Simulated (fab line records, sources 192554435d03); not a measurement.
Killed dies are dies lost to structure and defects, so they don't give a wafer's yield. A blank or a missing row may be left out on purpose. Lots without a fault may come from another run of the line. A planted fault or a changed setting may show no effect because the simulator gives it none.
Which tool did it? | flow n5_finfet | 24 lots, 72 wafers sampled, at 6 steps of a route of 1938

WHAT THE GAUGES READ, wafer by wafer
N5_BEOL_M15_CD_MEAS_10: target cd 360 nm.
lot  | measured     | on        | cd_nm (nm)
L074 | day 12 07:05 | cd_sem-01 | 360.0 361.3 358.7
L075 | day 12 07:29 | cd_sem-03 | 361.3 360.4 360.3
L076 | day 12 10:21 | cd_sem-01 | 358.8 358.0 359.1
L078 | day 12 11:10 | cd_sem-03 | 359.9 360.1 357.9
L077 | day 12 11:50 | cd_sem-01 | 357.3 358.3 356.8
L079 | day 12 12:40 | cd_sem-01 | 360.9 360.8 360.5
L080 | day 13 07:08 | cd_sem-02 | 360.1 358.9 360.5
L081 | day 13 12:38 | cd_sem-03 | 359.9 361.3 359.2
L082 | day 13 18:34 | cd_sem-03 | 357.2 359.7 361.0
L083 | day 14 02:28 | cd_sem-02 | 360.5 357.7 359.7
L084 | day 14 10:59 | cd_sem-03 | 359.8 359.2 358.9
L085 | day 14 13:46 | cd_sem-02 | 359.0 358.9 358.8
L088 | day 14 18:02 | cd_sem-02 | 360.6 360.5 358.2
L087 | day 14 19:29 | cd_sem-01 | 356.5 356.9 358.7
L086 | day 15 03:57 | cd_sem-01 | 359.0 360.1 359.2
L090 | day 15 05:10 | cd_sem-02 | 359.1 360.7 360.2
L089 | day 15 07:30 | cd_sem-02 | 359.7 359.4 357.8
L092 | day 15 22:34 | cd_sem-02 | 358.8 360.1 358.0
L091 | day 16 04:15 | cd_sem-03 | 358.8 358.6 358.5
L095 | day 16 09:38 | cd_sem-01 | 359.3 357.0 359.0
L093 | day 16 19:25 | cd_sem-03 | 360.8 361.8 360.9
L094 | day 16 19:53 | cd_sem-02 | 359.0 358.5 359.6
L096 | day 16 22:29 | cd_sem-01 | 361.4 360.8 361.0
L097 | day 17 05:47 | cd_sem-01 | 358.6 358.3 360.1

N5_BEOL_M15_OVL_MEAS_11.
lot  | measured     | on         | V14_OVL (nm)
L074 | day 12 07:07 | overlay-02 | 8 0 1
L075 | day 12 07:31 | overlay-02 | 3 1 5
L076 | day 12 10:23 | overlay-01 | 0 3 0
L078 | day 12 11:12 | overlay-01 | 4 6 -1
L077 | day 12 11:52 | overlay-02 | 10 2 -1
L079 | day 12 12:41 | overlay-01 | 1 3 5
L080 | day 13 07:10 | overlay-01 | 2 0 3
L081 | day 13 12:40 | overlay-02 | 1 4 2
L082 | day 13 18:35 | overlay-01 | 2 14 -1
L083 | day 14 02:30 | overlay-01 | -8 2 -6
L084 | day 14 11:01 | overlay-01 | 5 3 10
L085 | day 14 13:48 | overlay-01 | 1 -2 3
L088 | day 14 18:04 | overlay-02 | 0 3 -6
L087 | day 14 19:31 | overlay-01 | 6 -5 9
L086 | day 15 03:59 | overlay-02 | -2 -4 -3
L090 | day 15 05:11 | overlay-02 | -3 0 1
L089 | day 15 07:32 | overlay-02 | -6 3 -2
L092 | day 15 22:36 | overlay-01 | 2 5 6
L091 | day 16 04:17 | overlay-01 | 0 2 -4
L095 | day 16 09:40 | overlay-01 | 3 -3 -8
L093 | day 16 19:28 | overlay-02 | 0 -1 -6
L094 | day 16 19:55 | overlay-01 | 3 5 9
L096 | day 16 22:31 | overlay-02 | 3 -7 2
L097 | day 17 05:49 | overlay-02 | 1 17 6

N5_MIM_TOP_LITHO_OVL_MEAS_11.
lot  | measured     | on         | MIM_TOP_OVL (nm)
L074 | day 12 16:29 | overlay-01 | -1 -2 -2
L075 | day 12 20:58 | overlay-02 | -12 -14 -6
L076 | day 12 21:17 | overlay-02 | -4 -6 -8
L078 | day 13 00:29 | overlay-01 | -5 -10 -2
L077 | day 13 01:34 | overlay-02 | -3 -5 -8
L079 | day 13 02:32 | overlay-02 | -7 2 -5
L080 | day 13 16:34 | overlay-02 | 1 1 -10
L081 | day 13 22:44 | overlay-02 | 8 -2 4
L082 | day 14 04:17 | overlay-01 | 4 1 -2
L083 | day 14 09:22 | overlay-02 | -4 -3 -7
L084 | day 14 18:33 | overlay-01 | -8 -2 -3
L085 | day 14 22:08 | overlay-01 | -5 0 1
L088 | day 15 02:08 | overlay-01 | -8 1 -13
L087 | day 15 07:54 | overlay-02 | -7 3 -5
L086 | day 15 15:09 | overlay-02 | -1 -3 6
L090 | day 15 14:59 | overlay-02 | -3 0 1
L089 | day 15 15:23 | overlay-02 | 3 3 -7
L092 | day 16 08:06 | overlay-01 | -3 7 -3
L091 | day 16 11:53 | overlay-01 | -9 -10 -4
L095 | day 16 18:16 | overlay-01 | -8 -13 -13
L093 | day 17 05:13 | overlay-01 | 4 2 0
L094 | day 17 05:56 | overlay-01 | 1 1 -3
L096 | day 17 09:11 | overlay-02 | -7 -2 -1
L097 | day 17 15:26 | overlay-02 | 0 -2 -2

WHICH TOOL RAN EACH LOT (tool, then ch and the chambers of the sampled wafers, then the start)
lot  | N5_BEOL_M14_DEGAS_41         | N5_BEOL_M15_STRIP_64                          | N5_BEOL_M15_SPUTTER_45
L074 | pvd_sputter-02, day 12 05:05 | rie_diel-06 ch 1,2,3, day 12 11:31 or earlier | pvd_sputter-02, day 12 11:31
L075 | pvd_sputter-03, day 12 05:32 | rie_diel-02 ch 1,2,3, day 12 15:57 or earlier | pvd_sputter-01, day 12 15:57
L076 | pvd_sputter-03, day 12 08:20 | rie_diel-06 ch 0,3, day 12 16:28 or earlier   | pvd_sputter-01, day 12 16:28
L078 | pvd_sputter-02, day 12 09:17 | rie_diel-06 ch 0,1,3, day 12 19:56 or earlier | pvd_sputter-02, day 12 19:56
L077 | pvd_sputter-02, day 12 09:43 | rie_diel-02 ch 0,1,2, day 12 19:58 or earlier | pvd_sputter-01, day 12 19:58
L079 | pvd_sputter-02, day 12 10:37 | rie_diel-02 ch 1,3, day 12 20:17 or earlier   | pvd_sputter-01, day 12 20:17
L080 | pvd_sputter-03, day 13 05:09 | rie_diel-06 ch 0,2, day 13 11:28 or earlier   | pvd_sputter-01, day 13 11:28
L081 | pvd_sputter-02, day 13 10:45 | rie_diel-02 ch 0,2,3, day 13 17:26 or earlier | pvd_sputter-01, day 13 17:26
L082 | pvd_sputter-01, day 13 16:15 | rie_diel-06 ch 0,1,3, day 13 22:59 or earlier | pvd_sputter-03, day 13 22:59
L083 | pvd_sputter-01, day 14 00:29 | rie_diel-04 ch 0,1,3, day 14 05:17 or earlier | pvd_sputter-02, day 14 05:17
L084 | pvd_sputter-03, day 14 07:51 | rie_diel-02 ch 0,1,2, day 14 14:28 or earlier | pvd_sputter-02, day 14 14:28
L085 | pvd_sputter-01, day 14 11:46 | rie_diel-06 ch 0,2,3, day 14 17:22 or earlier | pvd_sputter-01, day 14 17:22
L088 | pvd_sputter-03, day 14 15:55 | rie_diel-06 ch 2,3, day 14 20:55 or earlier   | pvd_sputter-01, day 14 20:55
L087 | pvd_sputter-01, day 14 17:31 | rie_diel-04 ch 0,2, day 15 03:22 or earlier   | pvd_sputter-03, day 15 03:22
L086 | pvd_sputter-03, day 15 01:56 | rie_diel-06 ch 2,3, day 15 10:22 or earlier   | pvd_sputter-03, day 15 10:22
L090 | pvd_sputter-01, day 15 03:09 | rie_diel-04 ch 1,2, day 15 10:03 or earlier   | pvd_sputter-03, day 15 10:03
L089 | pvd_sputter-03, day 15 05:30 | rie_diel-06 ch 1,2,3, day 15 11:07 or earlier | pvd_sputter-03, day 15 11:07
L092 | pvd_sputter-02, day 15 20:26 | rie_diel-02 ch 0,2,3, day 16 01:37 or earlier | pvd_sputter-03, day 16 01:37
L091 | pvd_sputter-03, day 16 01:41 | rie_diel-02 ch 0,1,2, day 16 07:23 or earlier | pvd_sputter-01, day 16 07:23
L095 | pvd_sputter-02, day 16 07:10 | rie_diel-02 ch 1,2,3, day 16 13:56 or earlier | pvd_sputter-03, day 16 13:56
L093 | pvd_sputter-02, day 16 17:07 | rie_diel-06 ch 1,3, day 17 00:01 or earlier   | pvd_sputter-02, day 17 00:01
L094 | pvd_sputter-03, day 16 17:41 | rie_diel-02 ch 1,3, day 17 01:05 or earlier   | pvd_sputter-02, day 17 01:05
L096 | pvd_sputter-03, day 16 20:30 | rie_diel-06 ch 0,1, day 17 02:07 or earlier   | pvd_sputter-02, day 17 02:07
L097 | pvd_sputter-01, day 17 02:16 | rie_diel-06 ch 0,1,3, day 17 09:41 or earlier | pvd_sputter-01, day 17 09:41
- N5_BEOL_M14_DEGAS_41: time 60 s.
- N5_BEOL_M15_STRIP_64: strips in O2.
- N5_BEOL_M15_SPUTTER_45: material Cu, target thk 100 nm, time 16.67 s.

WHAT THE TOOLS THEMSELVES READ (means of the sampled wafers that have a number; where no wafer has one, the mark that the record gives instead)
N5_BEOL_M14_DEGAS_41.
lot  | tool           | heater_power_w (W) | susceptor_temp_C (C)
L074 | pvd_sputter-02 | 476                | 300.04
L075 | pvd_sputter-03 | 524                | 300.11
L076 | pvd_sputter-03 | 548                | 299.96
L078 | pvd_sputter-02 | 509                | 300.12
L077 | pvd_sputter-02 | 510                | 300.05
L079 | pvd_sputter-02 | 493                | 299.88
L080 | pvd_sputter-03 | 509                | 300.12
L081 | pvd_sputter-02 | 477                | 299.95
L082 | pvd_sputter-01 | 465                | 300.09
L083 | pvd_sputter-01 | 446                | 299.97
L084 | pvd_sputter-03 | 489                | 299.80
L085 | pvd_sputter-01 | 460                | 300.06
L088 | pvd_sputter-03 | 519                | 300.04
L087 | pvd_sputter-01 | 441                | 300.12
L086 | pvd_sputter-03 | 496                | 300.02
L090 | pvd_sputter-01 | 467                | 299.93
L089 | pvd_sputter-03 | 470                | 299.97
L092 | pvd_sputter-02 | 490                | 299.94
L091 | pvd_sputter-03 | 492                | 299.92
L095 | pvd_sputter-02 | 510                | 300.03
L093 | pvd_sputter-02 | 471                | 300.13
L094 | pvd_sputter-03 | 547                | 299.95
L096 | pvd_sputter-03 | 525                | 299.83
L097 | pvd_sputter-01 | 409                | 300.11

N5_BEOL_M15_STRIP_64.
lot  | tool        | drypump_motor_current_A (A) | oes_product_au (a.u.) | rf_vpp_V (V) | showerhead_plenum_p_Torr (Torr) | throttle_valve_pct (%)
L074 | rie_diel-06 | 5.95                        | 0.81                  | 3.2          | 2.12                            | 16.69
L075 | rie_diel-02 | 5.60                        | 0.80                  | 3.5          | 2.08                            | 16.72
L076 | rie_diel-06 | 5.93                        | 0.88                  | 3.9          | 2.11                            | 16.73
L078 | rie_diel-06 | 5.98                        | 0.88                  | 3.6          | 2.11                            | 16.64
L077 | rie_diel-02 | 5.78                        | 0.72                  | 3.8          | 2.06                            | 16.88
L079 | rie_diel-02 | 5.80                        | 0.78                  | 3.6          | 2.09                            | 16.87
L080 | rie_diel-06 | 5.80                        | 0.84                  | 3.8          | 2.14                            | 16.75
L081 | rie_diel-02 | 5.66                        | 0.80                  | 3.8          | 2.08                            | 16.70
L082 | rie_diel-06 | 5.98                        | 0.85                  | 3.3          | 2.10                            | 16.64
L083 | rie_diel-04 | 5.86                        | 0.77                  | 4.0          | 2.16                            | 16.95
L084 | rie_diel-02 | 5.77                        | 0.81                  | 3.3          | 2.05                            | 16.76
L085 | rie_diel-06 | 5.92                        | 0.77                  | 3.4          | 2.10                            | 16.82
L088 | rie_diel-06 | 5.90                        | 0.71                  | 3.7          | 2.11                            | 16.88
L087 | rie_diel-04 | 5.81                        | 0.81                  | 3.4          | 2.08                            | 16.44
L086 | rie_diel-06 | 5.90                        | 0.71                  | 3.4          | 2.11                            | 16.88
L090 | rie_diel-04 | 5.96                        | 0.86                  | 3.4          | 2.10                            | 16.35
L089 | rie_diel-06 | 5.95                        | 0.78                  | 3.7          | 2.11                            | 16.73
L092 | rie_diel-02 | 5.67                        | 0.78                  | 3.7          | 2.07                            | 16.75
L091 | rie_diel-02 | 5.77                        | 0.78                  | 4.1          | 2.04                            | 16.78
L095 | rie_diel-02 | 5.60                        | 0.84                  | 3.5          | 2.06                            | 16.62
L093 | rie_diel-06 | 6.08                        | 0.79                  | 3.5          | 2.05                            | 16.74
L094 | rie_diel-02 | 5.70                        | 0.90                  | 3.3          | 2.10                            | 16.57
L096 | rie_diel-06 | 5.91                        | 0.87                  | 4.1          | 2.14                            | 16.55
L097 | rie_diel-06 | 5.97                        | 0.82                  | 3.8          | 2.09                            | 16.70

N5_BEOL_M15_SPUTTER_45.
lot  | tool           | chuck_sensor_temp_C (C) | susceptor_temp_C (C) | throttle_valve_pct (%)
L074 | pvd_sputter-02 | -16.5                   | -20.03               | 29.8
L075 | pvd_sputter-01 | -16.4                   | -20.05               | 29.6
L076 | pvd_sputter-01 | -16.7                   | -20.13               | 29.8
L078 | pvd_sputter-02 | -16.3                   | -19.93               | 30.1
L077 | pvd_sputter-01 | -16.5                   | -20.01               | 29.7
L079 | pvd_sputter-01 | -15.5                   | -20.03               | 30.2
L080 | pvd_sputter-01 | -16.6                   | -20.11               | 29.9
L081 | pvd_sputter-01 | -16.0                   | -19.92               | 30.1
L082 | pvd_sputter-03 | -16.2                   | -19.97               | 30.9
L083 | pvd_sputter-02 | -16.4                   | -20.03               | 30.3
L084 | pvd_sputter-02 | -16.5                   | -20.02               | 29.8
L085 | pvd_sputter-01 | -15.5                   | -19.99               | 30.2
L088 | pvd_sputter-01 | -15.6                   | -19.95               | 30.5
L087 | pvd_sputter-03 | -16.0                   | -19.98               | 31.2
L086 | pvd_sputter-03 | -16.1                   | -20.02               | 31.1
L090 | pvd_sputter-03 | -16.3                   | -20.01               | 30.8
L089 | pvd_sputter-03 | -16.0                   | -19.99               | 31.4
L092 | pvd_sputter-03 | -16.1                   | -19.91               | 31.2
L091 | pvd_sputter-01 | -16.1                   | -19.99               | 30.1
L095 | pvd_sputter-03 | -16.1                   | -19.89               | 31.2
L093 | pvd_sputter-02 | -16.4                   | -19.92               | 30.3
L094 | pvd_sputter-02 | -16.6                   | -20.02               | 29.9
L096 | pvd_sputter-02 | -16.5                   | -19.97               | 29.7
L097 | pvd_sputter-01 | -16.2                   | -20.02               | 30.3

THE ANSWER, worked out from the rows above alone
Rule: what is usual is taken from the lots themselves. Put in order of their means at a reading, lots are off if they are a third of the lots or fewer, leave a main group of 4 or more, and stand apart from it by a gap of 3 or more times the standard deviation of the main group's means; of several such gaps the widest counts. A main group whose means are all the same, to the digits that the tables above print for the reading, isn't used. A lot without any number at a reading at which 4 lots or more have one is off too. The other lots that the step has rows for count as sound. The gauges are gone through in route order, then the tools' own readings, and for those a lot's mean is taken as printed above. The first step at which some lot is off is used, and at that step the reading that is off furthest; a lot without a number counts as furthest.
No lot is off at any reading shown: from this, nothing can be told.

WHAT THE SIMULATOR HAD PUT IN
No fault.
